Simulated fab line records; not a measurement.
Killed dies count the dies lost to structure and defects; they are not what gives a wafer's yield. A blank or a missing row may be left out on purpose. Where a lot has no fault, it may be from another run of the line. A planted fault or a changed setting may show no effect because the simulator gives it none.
fab line records	flow nandHarc
record lots=13	wafers=39	lastDay=33
route steps=1302 shown A_SLIT@943 A_WL_FILL@968 A_CONTACT@998 END@1302
lots that met no fault: taken from a fault-free run of the same line
startH: hours from the record's opening day to when the first of the lot's shown wafers began	waitH: hours since the lot's step before	" the same as in the row above	L1.1+2: several wafers, shown together as one row	- no value, or no start was given	* or withheld: withheld	< > ~ a bound
route shown NAME@n: a module of which the file shows steps, and the number in the route of the first	usual: average and standard deviation across the fault-free wafers	same: alike in all rows	chamber/n: place in a boat	sites: readings site by site	_std_site: how widely they spread, as a standard deviation	_edge_site: outer sites' mean less inner sites'	radiusMm: for every site, how far away it sits from the centre of the wafer	mask NAME#n: copy n	behind: the last tool/chamber to shape the wafer	hold: cause of the lot's hold/its duration in hours/its outcome	device: the transistor (n, p or np) that didn't switch	end of line: the tests these same wafers got at the end of their route	where a step has no rows: the recipe by itself	killed: dies lost to structure and defects at the first sort, not the wafer's yield	map: shows each die of a wafer: x if killed, . if not, _ if none is there
set.NAME: setting as actually run; set.NAME@STEP: the setting as run at that earlier step	model.NAME: the simulator's own value behind a step, which no gauge read
the route's steps for a sample of lots (tables are steps, rows are wafers)
services: when a tool's chamber went out of use (startH, in hours from the record's first day, below 0 if earlier), for how many hours, and the reason
## steps
# step NHARC_A_SLIT_STRIP_18
# recipe o2FlowSccm=500	arFlowSccm=0	biasW=0	chemistry=O2
# usual drypumpMotorCurrentA=5.6/0.31	oesProductAu=1.001/0.012	rfVppV=57.7/0.97	showerheadPlenumPTorr=3.54/0.14	throttleValvePct=17.037/0.0086
lot.wafer	tool	chamber	startH	waitH	drypumpMotorCurrentA	oesProductAu	rfHoursCounterH	rfVppV	showerheadPlenumPTorr	throttleValvePct
L112.1	rieDiel-08	2	-	-	5.8	0.989	4.5	56.9	3.58	17.016
L112.5	"	0	"	"	5.7	0.979	-	57.0	3.63	17.047
L112.6	"	1	"	"	6.0	0.994	-	57.5	3.45	17.031
L114.4	rieDiel-08	0	-	-	5.7	0.984	5.1	57.7	3.63	17.034
L114.2	"	2	"	"	5.8	0.995	5.2	58.7	3.58	17.047
L114.5	"	0	"	"	5.7	0.981	-	59.1	3.63	17.034
L113.1	rieDiel-11	3	-	-	5.5	1.006	5.9	58.1	3.58	17.020
L113.6	"	1	"	"	5.0	1.022	-	57.3	3.45	17.037
L113.5	"	2	"	"	5.4	1.012	-	57.5	3.68	17.056
L119.1	rieDiel-08	1	-	-	6.0	1.008	1.0	59.6	3.45	17.048
L119.2	"	0	"	"	5.7	1.016	1.0	58.3	3.63	17.033
L119.6	"	2	"	"	5.8	0.992	-	58.2	3.57	17.034
L121.1	rieDiel-11	2	-	-	5.5	1.003	8.8	58.4	3.68	17.031
L121.4	"	0	"	"	5.7	0.993	8.6	56.7	3.69	17.035
L121.5	"	3	"	"	5.5	1.000	-	59.0	3.58	17.036
L124.1	rieDiel-06	3	-	-	6.2	0.987	7.5	57.6	3.44	17.056
L124.4	"	0	"	"	5.4	0.988	6.4	58.1	3.54	17.041
L124.3	"	1	"	"	5.8	1.003	6.9	57.7	3.77	17.037
L125.3	rieDiel-06	2	-	-	5.8	0.985	7.2	57.4	3.32	17.037
L125.1	"	0	"	"	5.4	0.986	6.7	56.8	3.54	17.036
L125.2	"	1	"	"	5.8	0.992	7.1	56.6	3.77	17.050
L128.1	rieDiel-08	3	-	-	5.7	1.017	3.6	54.9	3.32	17.045
L128.2	"	2	"	"	5.8	0.992	4.4	57.2	3.57	17.037
L128.4	"	1	"	"	6.0	1.010	-	57.9	3.45	17.046
L127.3	rieDiel-11	1	-	-	5.0	1.022	1.5	58.1	3.45	17.043
L127.1	"	2	"	"	5.4	1.002	1.8	58.7	3.67	17.039
L127.5	"	0	"	"	5.7	0.996	-	56.4	3.69	17.037
L129.3	rieDiel-11	2	-	-	5.5	1.008	1.9	57.7	3.67	17.043
L129.1	"	0	"	"	5.7	0.991	1.9	58.8	3.69	17.036
L129.5	"	0	"	"	5.7	0.988	-	57.7	3.69	17.045
L131.3	rieDiel-08	0	-	-	5.7	1.008	4.9	58.9	3.63	17.039
L131.1	"	1	"	"	6.0	1.022	4.0	58.7	3.45	17.027
L131.4	"	1	"	"	6.0	1.010	-	57.8	3.45	17.028
L130.1	rieDiel-11	3	-	-	5.4	1.017	2.9	57.5	3.58	17.031
L130.4	"	3	"	"	5.4	1.025	-	57.7	3.57	17.037
L130.5	"	1	"	"	5.0	1.013	-	57.1	3.45	17.018
L133.1	rieDiel-06	1	-	-	5.8	1.004	0.7	57.5	3.77	17.026
L133.6	"	1	"	"	5.8	1.005	-	59.2	3.77	17.026
L133.5	"	2	"	"	5.8	1.008	-	57.4	3.32	17.045
# step NHARC_A_SLIT_CD_MEAS_21
# usual cdNm=289.8/0.88
lot.wafer	tool	chamber	startH	waitH	cdNm
L112.1	cdSem-02	-	468.96	-	290.3
L112.5	"	-	"	"	289.8
L112.6	"	-	"	"	290.9
L114.2	cdSem-02	-	513.82	-	290.0
L114.4	"	-	"	"	289.4
L114.5	"	-	"	"	290.2
L113.1	cdSem-01	-	520.99	-	290.6
L113.5	"	-	"	"	292.0
L113.6	"	-	"	"	289.8
L119.1	cdSem-03	-	562.31	-	288.8
L119.2	"	-	"	"	288.9
L119.6	"	-	"	"	290.4
L121.1	cdSem-02	-	571.59	-	290.5
L121.4	"	-	"	"	290.2
L121.5	"	-	"	"	291.1
L124.1	cdSem-03	-	605.02	-	290.1
L124.3	"	-	"	"	290.3
L124.4	"	-	"	"	291.1
L125.1	cdSem-02	-	612.45	-	290.6
L125.2	"	-	"	"	290.6
L125.3	"	-	"	"	290.0
L128.1	cdSem-01	-	648.47	-	289.0
L128.2	"	-	"	"	290.6
L128.4	"	-	"	"	288.6
L127.1	cdSem-02	-	648.50	-	291.1
L127.3	"	-	"	"	290.6
L127.5	"	-	"	"	290.2
L129.1	cdSem-01	-	652.25	-	290.8
L129.3	"	-	"	"	291.0
L129.5	"	-	"	"	290.1
L131.1	cdSem-01	-	666.46	-	288.4
L131.3	"	-	"	"	289.3
L131.4	"	-	"	"	288.8
L130.1	cdSem-03	-	667.47	-	289.4
L130.4	"	-	"	"	288.8
L130.5	"	-	"	"	289.5
L133.1	cdSem-01	-	678.74	-	290.7
L133.5	"	-	"	"	289.3
L133.6	"	-	"	"	289.9
# step NHARC_A_WL_FILL_ETCHBACK_17
# recipe targetDepthA=40	timeS=26.7	chemistry=Cl2/BCl3
# usual drypumpMotorCurrentA=5.48/0.26	oesProductAu=1.001/0.012
lot.wafer	tool	chamber	startH	waitH	drypumpMotorCurrentA	oesProductAu	rfHoursCounterH
L112.1	rieMetal-03	1	490.27	-	5.21	0.994	1.8
L112.5	"	1	"	"	5.20	1.002	-
L112.6	"	0	"	"	5.61	1.008	-
L114.2	rieMetal-02	1	533.89	-	5.45	1.015	1.4
L114.4	"	1	"	"	5.42	1.013	-
L114.5	"	0	"	"	5.93	1.031	-
L113.1	rieMetal-01	0	538.00	-	5.14	1.000	3.1
L113.5	"	0	"	"	5.13	1.012	-
L113.6	"	1	"	"	5.70	0.976	-
L119.2	rieMetal-03	0	581.93	-	5.60	0.983	1.1
L119.1	"	1	"	"	5.23	0.990	1.1
L119.6	"	0	"	"	5.61	0.984	-
L121.1	rieMetal-03	0	589.37	-	5.62	0.992	1.4
L121.4	"	1	"	"	5.23	0.995	-
L121.5	"	0	"	"	5.61	0.986	-
L124.1	rieMetal-02	1	625.95	-	5.43	1.019	3.0
L124.3	"	1	"	"	5.46	1.005	-
L124.4	"	1	"	"	5.43	1.007	-
L125.1	rieMetal-01	1	631.06	-	5.71	0.993	1.3
L125.2	"	0	"	"	5.14	0.982	1.3
L125.3	"	0	"	"	5.14	0.997	-
L128.2	rieMetal-01	1	667.65	-	5.69	0.988	1.8
L128.1	"	0	"	"	5.16	0.985	1.8
L128.4	"	0	"	"	5.13	0.987	-
L127.1	rieMetal-02	1	670.42	-	5.43	1.009	0.7
L127.3	"	1	"	"	5.44	1.020	-
L127.5	"	1	"	"	5.42	1.009	-
L129.1	rieMetal-03	1	670.80	-	5.20	1.007	2.8
L129.3	"	1	"	"	5.19	0.997	-
L129.5	"	0	"	"	5.62	0.994	-
L130.1	rieMetal-03	1	685.06	-	5.22	0.995	2.9
L130.4	"	1	"	"	5.20	1.012	-
L130.5	"	0	"	"	5.64	0.992	-
L131.1	rieMetal-01	0	685.09	-	5.14	1.000	2.1
L131.4	"	0	"	"	5.14	1.004	-
L131.3	"	1	"	"	5.72	0.999	-
L133.1	rieMetal-01	0	698.05	-	5.14	0.985	2.4
L133.6	"	1	"	"	5.70	0.991	-
L133.5	"	0	"	"	5.14	0.990	-
# step NHARC_A_CONTACT_OVL_MEAS_43
# usual overlayXNm=0.1/0.74	overlayYNm=0.2/0.62
lot.wafer	tool	chamber	startH	waitH	overlayXNm	overlayYNm
L112.1	overlay-01	-	503.77	-	-0.4	1.1
L112.5	"	-	"	"	-0.1	0.7
L112.6	"	-	"	"	-0.3	0.7
L114.2	overlay-01	-	545.94	-	0.7	0.5
L114.4	"	-	"	"	0.7	1.2
L114.5	"	-	"	"	0.3	0.6
L113.1	overlay-02	-	550.23	-	0.7	-0.5
L113.5	"	-	"	"	0.7	-0.3
L113.6	"	-	"	"	0.9	0.2
L119.1	overlay-01	-	597.57	-	-1.1	0.5
L119.2	"	-	"	"	-0.2	0.2
L119.6	"	-	"	"	-0.3	0.4
L121.1	overlay-01	-	602.45	-	0.4	0.1
L121.4	"	-	"	"	0.5	0.6
L121.5	"	-	"	"	0.4	0.9
L124.1	overlay-02	-	638.45	-	2.3	-0.5
L124.3	"	-	"	"	1.4	-0.4
L124.4	"	-	"	"	1.5	-0.2
L125.1	overlay-02	-	647.71	-	1.0	1.7
L125.2	"	-	"	"	1.1	1.1
L125.3	"	-	"	"	1.8	1.0
L128.1	overlay-01	-	679.64	-	-0.3	0.4
L128.2	"	-	"	"	-0.2	0.6
L128.4	"	-	"	"	0.1	0.9
L129.1	overlay-01	-	684.92	-	0.1	0.5
L129.3	"	-	"	"	0.0	0.1
L129.5	"	-	"	"	0.4	-0.1
L127.1	overlay-01	-	685.85	-	0.8	1.2
L127.3	"	-	"	"	0.5	0.3
L127.5	"	-	"	"	0.7	0.4
L130.1	overlay-02	-	697.25	-	-0.5	0.4
L130.4	"	-	"	"	0.3	0.6
L130.5	"	-	"	"	-0.7	0.8
L131.1	overlay-01	-	697.40	-	0.0	-0.6
L131.3	"	-	"	"	0.2	-1.0
L131.4	"	-	"	"	0.3	-0.6
L133.1	overlay-02	-	711.16	-	-0.4	0.1
L133.5	"	-	"	"	-0.7	0.9
L133.6	"	-	"	"	-0.3	0.4
# step NHARC_END_SORT_01
# recipe tempC=25
# usual killedAtArray=59/21	killedAtOther=1.0/1.1	killedAtPeriphery=4.0/2.6	killedDies=64/21	killedOpen=3.2/1.7	killedShort=2.5/1.5
# same grossDies=677
lot.wafer	tool	chamber	startH	waitH	killedAtArray	killedAtOther	killedAtPeriphery	killedDies	killedOpen	killedShort
L119.1	prober-02	0	689.16	2.5	137	2	8	147	5	1
L119.2	prober-02	0	689.97	2.8	124	1	3	128	0	3
L119.6	prober-02	0	693.20	4.0	122	1	13	136	5	1
L121.1	prober-01	0	705.94	2.5	105	1	3	109	4	3
L121.4	prober-01	0	708.33	3.4	111	1	3	115	3	1
L121.5	prober-01	0	709.13	3.7	114	0	2	116	4	2
# killed by level:class
L119.1 A_WL_FILL:unspecified=87 A_CHANNEL_HOLE_D1:chamberFilmFlake=35 A_STAIRCASE:chamberFilmFlake=6 P_GATE:chamberFilmFlake=5 A_SLIT:chamberFilmFlake=4 P_M1:geometricParticle:open=2 THIN_TSV:chamberFilmFlake=2 A_ONON_D1:geometricParticle:open=1
L119.2 A_WL_FILL:unspecified=76 A_CHANNEL_HOLE_D1:chamberFilmFlake=35 A_CONTACT:chamberFilmFlake=3 P_GATE:chamberFilmFlake=2 A_CHANNEL_FILL_D1:chamberFilmFlake=2 A_CHANNEL_FILL_D2:chamberFilmFlake=2 A_ONON_D1:geometricParticle:short=1 A_CHANNEL_FILL_D1:geometricParticle:short=1
L119.6 A_WL_FILL:unspecified=77 A_CHANNEL_HOLE_D1:chamberFilmFlake=32 P_GATE:chamberFilmFlake=8 P_M0:geometricParticle:open=3 A_DECK1_JOINT:chamberFilmFlake=2 A_STAIRCASE:chamberFilmFlake=2 A_CONTACT:chamberFilmFlake=2 A_CHANNEL_HOLE_D1:geometricParticle:open=1
L121.1 A_WL_FILL:unspecified=75 A_CHANNEL_HOLE_D2:chamberFilmFlake=13 A_CHANNEL_HOLE_D1:chamberFilmFlake=5 P_ZERO_WELL:chamberFilmFlake=2 A_DECK1_JOINT:chamberFilmFlake=2 A_WL_FILL:chamberFilmFlake=2 P_GATE:geometricParticle:open=1 A_ONON_D1:geometricParticle:open=1
L121.4 A_WL_FILL:unspecified=79 A_CHANNEL_HOLE_D2:chamberFilmFlake=16 A_CHANNEL_HOLE_D1:chamberFilmFlake=6 P_ZERO_WELL:chamberFilmFlake=2 A_SLIT:chamberFilmFlake=2 P_CONTACT:geometricParticle:open=1 A_CHANNEL_HOLE_D2:geometricParticle:open=1 A_BLC:geometricParticle:open=1
L121.5 A_WL_FILL:unspecified=78 A_CHANNEL_HOLE_D2:chamberFilmFlake=21 A_CHANNEL_HOLE_D1:chamberFilmFlake=4 A_SLIT:chamberFilmFlake=3 A_CHANNEL_HOLE_D2:geometricParticle:short=2 A_CONTACT:chamberFilmFlake=2 P_CONTACT:geometricParticle:open=1 P_M0:geometricParticle:open=1
## services
tool	chamber	startH	hours	kind
rieMetal-03	1	448.42	39.6	repair
rieDiel-06	-	450.84	0.8	repair
rieMetal-02	-	454.00	9.0	pm
rieMetal-03	0	478.91	6.2	repair
rieDiel-06	-	484.20	9.0	pm
rieDiel-08	3	517.11	3.8	repair
rieMetal-03	-	519.00	9.0	pm
rieMetal-01	1	523.84	13.6	repair
rieDiel-11	2	528.84	11.9	repair
rieDiel-08	0	539.60	12.1	repair
rieDiel-08	3	543.47	12.1	repair
rieDiel-08	-	544.80	9.0	pm
rieDiel-06	1	561.74	7.4	repair
rieMetal-03	-	571.65	0.6	repair
rieMetal-01	-	575.00	9.0	pm
rieDiel-06	2	592.95	8.6	repair
rieMetal-02	-	603.92	1.2	repair
rieDiel-11	-	609.58	9.0	pm
rieMetal-01	-	627.83	0.1	repair
rieDiel-08	0	646.73	6.9	repair
rieDiel-11	3	651.18	4.8	repair
rieDiel-08	2	661.13	18.0	repair
rieDiel-08	0	683.28	12.3	repair
rieMetal-03	-	696.00	9.0	pm
## key
firstSign step=NHARC_END_SORT_01	reading=killedDies	direction=up	sigmas=2.9	usual=64	struck=125
effect step=NHARC_END_SORT_01	reading=killedAtArray	direction=up	sigmas=2.8	usual=59	struck=119
moreKillsBornAt NHARC_A_WL_FILL_ETCHBACK_17@rieMetal-03=472
metAt NHARC_A_WL_FILL_ETCHBACK_17
struckLots L119,L121
testerLeftOut L119,L121
loopTrim step=NHARC_A_CONTACT_EXPOSE_39	setting=dose	lots=L119
notActingAt NHARC_A_SLIT_STRIP_18,NHARC_A_SLIT_CD_MEAS_21,NHARC_A_CONTACT_OVL_MEAS_43
onsetBetween 490.27 581.93
fault kind=chamberParticleSource	tool=rieMetal-03	chamber=-	onsetH=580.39	steps=NHARC_A_WL_FILL_ETCHBACK_17	ratePerVisitCm2=0.72992	endH=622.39
# testerLeftOut: of these lots the tester's yield and bins aren't shown, on N5 and GAA mostly nor the transistor test; their killed dies are dies lost to structure and defects alone, not to doping, threshold or leakage, so they don't give the yield
# loopTrim: a control loop set the setting to another value than it would have without faults
